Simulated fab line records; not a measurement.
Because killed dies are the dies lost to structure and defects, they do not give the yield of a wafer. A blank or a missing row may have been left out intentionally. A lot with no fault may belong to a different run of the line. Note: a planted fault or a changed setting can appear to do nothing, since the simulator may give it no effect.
fab line records | flow n5_finfet | part 2 of 2: steps 18 to 26 of 26
record: lots: 5 wafers: 15 last_day: 17
route steps=1938 shown BEOL_M1@765
lots that met no fault: from a run of the same line without faults
start_h: hours from the record's opening day to when the first of the lot's shown wafers began | wait_h: hours elapsed since this lot's preceding step | " as in the row above | L1.1+2: several wafers, shown together as one row | - either no value or no given start | * or withheld: withheld | < > ~ a bound
route shown NAME@n: names a module that has steps shown in the file, with the first one's number in the route | usual: mean and standard deviation over wafers with no fault | same: alike in all rows | chamber/n: place in a boat | sites: per-site readings | _std_site: the values' standard deviation | _edge_site: inner sites' mean taken away from outer sites' mean | radius_mm: how far each site lies from the wafer's centre | mask NAME#n: copy n | behind: the tool/chamber that last shaped the wafer | hold: why the lot went on hold/how many hours it stayed there/how the hold came to an end | device: which transistor (n, p or np) failed to switch | end of line: tests run on the same wafers once the route is complete | a step without rows: its recipe alone | killed: dies that structure and defects cost at the first sort, which is not the same as the wafer's yield | map: dies across one wafer; x = killed, . = not, _ = none there
set.NAME: setting as actually run; set.NAME@STEP: the setting as run at that earlier step | model.NAME: the simulator's own value behind a step, which no gauge read
a table for each step, a row for each wafer; lots at some steps of the route
services: when a tool's chamber went out of use (start_h, in hours from the record's first day, below 0 if earlier), for how many hours, and the reason
== steps ==
step: N5_BEOL_M1_SOFTBAKE_23
recipe: temp_c: 110 time_s: 60 resist: CAR-EUV
columns lot.wafer tool chamber start_h wait_h
L077.2+4+6 litho_track-02 0 - -
L082.1+4+6 litho_track-02 0 - -
L084.2+4+5 litho_track-05 0 - -
L089.2+5+6 litho_track-05 0 - -
L091.1+2+4 litho_track-05 0 - -
step: N5_BEOL_M1_EXPOSE_25
recipe: mask_id: V0 na: 0.33 source_shape: quasar sigma_inner: 0.2 sigma_outer: 0.8 polarization: unpolarized defocus_nm: 5 target_cd_nm: 24 dose_mj: 63
same: dipole_opening_deg: 30 sigma_outer: 0.8
columns lot.wafer tool chamber start_h wait_h mask
L077.2+4+6 euv_scanner-02 0 138.21 - V0#0
L082.1+4+6 euv_scanner-01 0 168.90 - V0#0
L084.2+4+5 euv_scanner-01 0 181.20 - V0#0
L089.2+5+6 euv_scanner-01 0 212.37 - V0#0
L091.1+2+4 euv_scanner-02 0 223.25 - V0#0
step: N5_BEOL_M1_PEB_26
recipe: peb_temp_c: 100 peb_time_s: 60 resist: CAR-EUV
columns lot.wafer tool chamber start_h wait_h
L077.2+4+6 litho_track-05 0 138.28 0.1
L082.1+4+6 litho_track-02 0 168.98 0.1
L084.2+4+5 litho_track-04 0 181.27 0.1
L089.2+5+6 litho_track-05 0 212.44 0.1
L091.1+2+4 litho_track-05 0 223.33 0.1
step: N5_BEOL_M1_DEVELOP_27
recipe: develop_time_s: 30 developer: TMAH resist: CAR-EUV rinse_liquid: surfactant_rinse dry: air_spin dev_temp_c: 23
same: develop_time_s: 30
columns lot.wafer tool chamber start_h wait_h
L077.2+4+6 litho_track-05 0 - -
L082.1+4+6 litho_track-02 0 - -
L084.2+4+5 litho_track-04 0 - -
L089.2+5+6 litho_track-05 0 - -
L091.1+2+4 litho_track-05 0 - -
step: N5_BEOL_M1_CD_MEAS_28
recipe: landing_energy_ev: 500 detector: se_inlens target_cd_y_nm: 23.3
usual: cd_nm: 23.94/0.26
columns lot.wafer tool chamber start_h wait_h cd_nm
L077.2 cd_sem-02 0 138.35 - 23.81
L077.4 " 0 " " 23.89
L077.6 " 0 " " 23.88
L082.1 cd_sem-03 0 169.04 - 23.58
L082.4 " 0 " " 24.21
L082.6 " 0 " " 23.91
L084.2 cd_sem-01 0 181.34 - 24.34
L084.4 " 0 " " 24.07
L084.5 " 0 " " 24.14
L089.2 cd_sem-02 0 212.50 - 23.69
L089.5 " 0 " " 23.67
L089.6 " 0 " " 23.71
L091.1 cd_sem-01 0 223.40 - 23.66
L091.2 " 0 " " 23.79
L091.4 " 0 " " 23.60
step: N5_BEOL_M1_OVL_MEAS_29
recipe: points_per_wafer: 522
usual: V0_OVL: 0.3/0.56
columns lot.wafer tool chamber start_h wait_h V0_OVL[nm]
L077.2 overlay-01 0 138.38 0.0 0.0
L077.4 " 0 " " -0.6
L077.6 " 0 " " -0.9
L082.1 overlay-02 0 169.07 0.0 0.1
L082.4 " 0 " " 0.6
L082.6 " 0 " " 0.4
L084.2 overlay-01 0 181.37 0.0 0.6
L084.4 " 0 " " -0.6
L084.5 " 0 " " -0.5
L089.2 overlay-01 0 212.54 0.0 1.1
L089.5 " 0 " " 1.1
L089.6 " 0 " " 0.9
L091.1 overlay-02 0 223.43 0.0 -0.2
L091.2 " 0 " " 0.8
L091.4 " 0 " " 0.1
step: N5_BEOL_M1_INSPECT_30
recipe: mode: adi inspect_instrument: brightfield
usual: raw_defect_count: 446/120
columns lot.wafer tool chamber start_h wait_h raw_defect_count
L077.2 defect_inspect-02 - 138.44 0.0 394
L077.4 " - " " 448
L077.6 " - " " 563
L082.1 defect_inspect-02 - 169.13 0.1 270
L082.4 " - " " 389
L082.6 " - " " 290
L084.2 defect_inspect-02 - 181.43 0.0 313
L084.4 " - " " 360
L084.5 " - " " 282
L089.2 defect_inspect-01 - 212.59 0.0 353
L089.5 " - " " 426
L089.6 " - " " 458
L091.1 defect_inspect-02 - 223.49 0.1 366
L091.2 " - " " 342
L091.4 " - " " 293
step: N5_BEOL_M1_DESCUM_33
recipe: chemistry: O2 time_s: 7 source_power_w: 50 bias_power_w: 20 pressure_mtorr: 20 rf_frequency_hz: 2.712e+07 temp_c: 40 resist: CAR-EUV o2_flow_sccm: 225
usual: bias_power_w: 20.00/0.059 chamber_pressure_mTorr: 19.999/0.017 drypump_motor_current_A: 5.7/0.37 oes_product_au: 0.78/0.051 rf_vpp_V: 243.3/1.7 showerhead_plenum_p_Torr: 2.09/0.082 throttle_valve_pct: 20.32/0.2
columns lot.wafer tool chamber start_h wait_h bias_power_w chamber_pressure_mTorr drypump_motor_current_A oes_product_au rf_hours_counter_h rf_vpp_V showerhead_plenum_p_Torr throttle_valve_pct
L077.2 rie_diel-03 3 138.47 0.0 19.90 19.986 5.1 0.85 76 246.1 2.20 20.34
L077.4 " 0 " " 19.99 19.998 5.5 0.77 150 243.5 2.10 20.28
L077.6 " 2 " " 20.06 20.012 6.2 0.77 - 242.9 2.00 20.02
L082.1 rie_diel-06 3 169.17 0.0 20.04 19.990 5.7 0.75 154 244.7 2.16 20.28
L082.4 " 0 " " 20.00 19.982 5.9 0.75 160 244.7 2.17 20.18
L082.6 " 3 " " 19.97 20.019 5.7 0.76 - 245.4 2.16 20.28
L084.2 rie_diel-06 0 181.46 0.0 20.02 19.995 5.9 0.74 163 245.5 2.17 20.20
L084.4 " 3 " " 19.88 20.016 5.7 0.74 158 245.4 2.16 20.29
L084.5 " 3 " " 19.92 19.991 5.7 0.75 - 244.6 2.16 20.28
L089.2 rie_diel-03 2 212.62 0.0 20.09 20.009 6.1 0.74 177 239.9 1.99 20.06
L089.5 " 1 " " 20.00 20.023 5.3 0.88 - 241.8 2.03 20.15
L089.6 " 2 " " 19.95 20.025 6.1 0.74 - 241.5 1.99 20.06
L091.1 rie_diel-03 0 223.52 0.0 20.01 20.020 5.5 0.76 178 241.6 2.09 20.32
L091.2 " 2 " " 20.01 19.993 6.1 0.74 180 240.9 1.99 20.06
L091.4 " 1 " " 20.00 20.013 5.4 0.87 53 243.4 2.03 20.13
step: N5_BEOL_M1_ETCH_77
recipe: chemistry: N2/H2 target: underlayer target_depth_a: 65 mask_material: CAR-EUV time_s: 5.2 ion_energy_ev: 200 pressure_mtorr: 30 source_w: 840 bias_w: 150 n2_flow_sccm: 200 h2_flow_sccm: 200 ends: cleared
usual: chamber_pressure_mTorr: 30.00/0.04 drypump_motor_current_A: 5.7/0.38 etch_rf_on_time_s: 5.17/0.14 h2_flow_sccm: 200.1/0.57 oes_product_au: 0.67/0.044 rf_vpp_V: 524.0/2.9 showerhead_plenum_p_Torr: 2.54/0.1 throttle_valve_pct: 17.77/0.23
columns lot.wafer tool chamber start_h wait_h chamber_pressure_mTorr drypump_motor_current_A etch_rf_on_time_s h2_flow_sccm oes_product_au rf_hours_counter_h rf_vpp_V showerhead_plenum_p_Torr throttle_valve_pct
L077.2 rie_diel-03 3 138.50 0.0 30.03 5.1 5.34 200.1 0.71 76 526.7 2.68 17.84
L077.4 " 0 " " 30.00 5.5 5.07 199.7 0.66 150 522.4 2.55 17.69
L077.6 " 2 " " 30.02 6.1 5.10 200.0 0.65 - 520.9 2.44 17.49
L082.1 rie_diel-06 3 169.20 0.0 30.03 5.7 5.39 200.4 0.63 154 527.2 2.64 17.71
L082.4 " 0 " " 29.99 5.9 5.16 199.7 0.65 160 525.0 2.66 17.69
L082.6 " 3 " " 29.99 5.7 5.35 200.3 0.64 - 525.2 2.64 17.70
L084.2 rie_diel-06 0 181.50 0.0 29.98 5.9 5.07 201.1 0.66 163 526.7 2.66 17.68
L084.4 " 3 " " 29.96 5.7 5.26 200.1 0.64 158 526.3 2.63 17.72
L084.5 " 3 " " 30.07 5.7 5.25 200.1 0.64 - 527.8 2.63 17.74
L089.2 rie_diel-03 2 212.66 0.0 30.02 6.2 5.03 199.9 0.64 177 519.5 2.43 17.55
L089.5 " 1 " " 29.95 5.4 4.98 201.2 0.75 - 523.5 2.46 17.39
L089.6 " 2 " " 29.97 6.2 5.03 200.0 0.63 - 519.6 2.43 17.55
L091.1 rie_diel-03 0 223.56 0.0 29.93 5.5 5.12 200.6 0.63 178 523.8 2.54 17.73
L091.2 " 2 " " 30.02 6.1 5.05 200.2 0.63 180 520.3 2.43 17.54
L091.4 " 1 " " 29.99 5.4 4.97 200.3 0.74 53 522.5 2.46 17.40
== services ==
columns tool chamber start_h hours kind
euv_scanner-02 - 126.84 4.6 pm
rie_metal-03 1 127.30 - clean
rie_metal-03 1 127.30 16.7 scheduled_down
rie_metal-03 1 127.30 16.7 vent_cycle
euv_scanner-02 - 132.83 0.4 repair
rie_diel-05 1 134.88 12.3 repair
rie_diel-06 1 142.70 5.8 repair
euv_scanner-01 - 142.86 4.6 pm
euv_scanner-02 - 147.46 1.0 pm
rie_diel-05 1 150.32 - clean
rie_diel-05 1 150.32 - consumable_replace:focus_ring
rie_diel-05 1 150.32 18.0 scheduled_down
rie_diel-05 1 150.32 18.0 vent_cycle
euv_scanner-01 - 154.76 1.0 pm
rie_diel-06 2 160.23 3.0 repair
euv_scanner-02 - 165.35 12.0 pm
rie_metal-01 - 170.38 0.4 repair
rie_diel-05 - 171.20 2.8 pm
rie_diel-06 - 190.75 2.8 pm
rie_diel-05 0 192.21 5.8 repair
rie_diel-05 - 195.70 0.7 repair
euv_scanner-02 - 201.25 1.0 pm
euv_scanner-01 0 209.02 - calibration
euv_scanner-01 - 210.89 1.0 pm
